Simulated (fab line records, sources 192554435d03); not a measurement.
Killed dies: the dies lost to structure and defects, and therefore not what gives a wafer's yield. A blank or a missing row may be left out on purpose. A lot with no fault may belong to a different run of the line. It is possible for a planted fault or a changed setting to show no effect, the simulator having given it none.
A single fault, viewed from 3 desks || flow n5 finfet || each desk has only its own numbers; what lay behind them comes last

## THE DEFECT DESK
Counts from the inspections along the route, per lot, as means over the sampled wafers that have a number. If a lot's mean is further than 4 standard deviations from the usual mean, the lot is out of limits and carries the mark OUT (the distance appears in the brackets).
Columns: A = raw defect count at N5_BEOL_M8_INSPECT_30, usual 407
{"lot": "L333", "first seen here": "day 9 14:49", "A": 414}
{"lot": "L332", "first seen here": "day 9 14:59", "A": 430}
{"lot": "L340", "first seen here": "day 12 08:23", "A": 476}
{"lot": "L342", "first seen here": "day 13 11:00", "A": 355}
{"lot": "L348", "first seen here": "day 14 05:09", "A": 382}
{"lot": "L351", "first seen here": "day 14 13:30", "A": 337}
Result from this desk: across the 6 lots, nothing is out of limits.

## TOOL OWNER'S DESK, rie diel-01
The tool's own readings at N5_BEOL_M8_DESCUM_33 (chemistry O2, time 7 s): means of the sampled wafers that have a number, for each lot that ran on this tool. If a lot's mean is further than 4 standard deviations from the usual mean, the lot is out of limits and carries the mark OUT (the distance appears in the brackets).
Columns: A = drypump motor current A at N5_BEOL_M8_DESCUM_33, usual 5.7 A; B = oes product au at N5_BEOL_M8_DESCUM_33, usual 0.81 a.u.; C = rf vpp V at N5_BEOL_M8_DESCUM_33, usual 242.8 V; D = showerhead plenum p Torr at N5_BEOL_M8_DESCUM_33, usual 2.07 Torr; E = temp c at N5_BEOL_M8_DESCUM_33, usual 40.00 C; F = throttle valve pct at N5_BEOL_M8_DESCUM_33, usual 20.32 %
{"lot": "L333", "first seen here": "day 9 14:52", "A": 5.8, "B": 0.92, "C": 242.7, "D": 2.05, "E": 39.93, "F": 20.18}
{"lot": "L340", "first seen here": "day 12 08:25", "A": 5.5, "B": 0.96, "C": 242.8, "D": 2.07, "E": 40.20, "F": 20.62}
{"lot": "L342", "first seen here": "day 13 11:02", "A": 5.5, "B": 0.88, "C": 242.8, "D": 2.05, "E": 40.01, "F": 20.37}
Result from this desk: across the 3 lots, nothing is out of limits.

## THE METROLOGY DESK
Means of the sampled wafers that have a number, per lot and without regard to the tool the lot ran on: this is what the gauges read. If a lot's mean is further than 4 standard deviations from the usual mean, the lot is out of limits and carries the mark OUT (the distance appears in the brackets).
Columns: A = cd nm at N5_BEOL_M8_CD_MEAS_28, usual 40.00 nm; B = V7_OVL at N5_BEOL_M8_OVL_MEAS_29, usual 0.1 nm
{"lot": "L333", "first seen here": "day 9 14:44", "A": 39.78, "B": -0.5}
{"lot": "L332", "first seen here": "day 9 14:54", "A": 40.28, "B": 0.8}
{"lot": "L340", "first seen here": "day 12 08:17", "A": 39.91, "B": -0.2}
{"lot": "L342", "first seen here": "day 13 10:55", "A": 39.94, "B": 0.9}
{"lot": "L348", "first seen here": "day 14 05:04", "A": 39.99, "B": 0.1}
{"lot": "L351", "first seen here": "day 14 13:25", "A": 40.10, "B": 0.3}
Result from this desk: across the 6 lots, nothing is out of limits.

## PUT TOGETHER
No out-of-limits result turned up at the defect desk.
The tool owner's desk saw nothing out of limits.
Nothing out of limits was seen by the metrology desk.

## WHAT HAD BEEN PUT IN BY THE SIMULATOR
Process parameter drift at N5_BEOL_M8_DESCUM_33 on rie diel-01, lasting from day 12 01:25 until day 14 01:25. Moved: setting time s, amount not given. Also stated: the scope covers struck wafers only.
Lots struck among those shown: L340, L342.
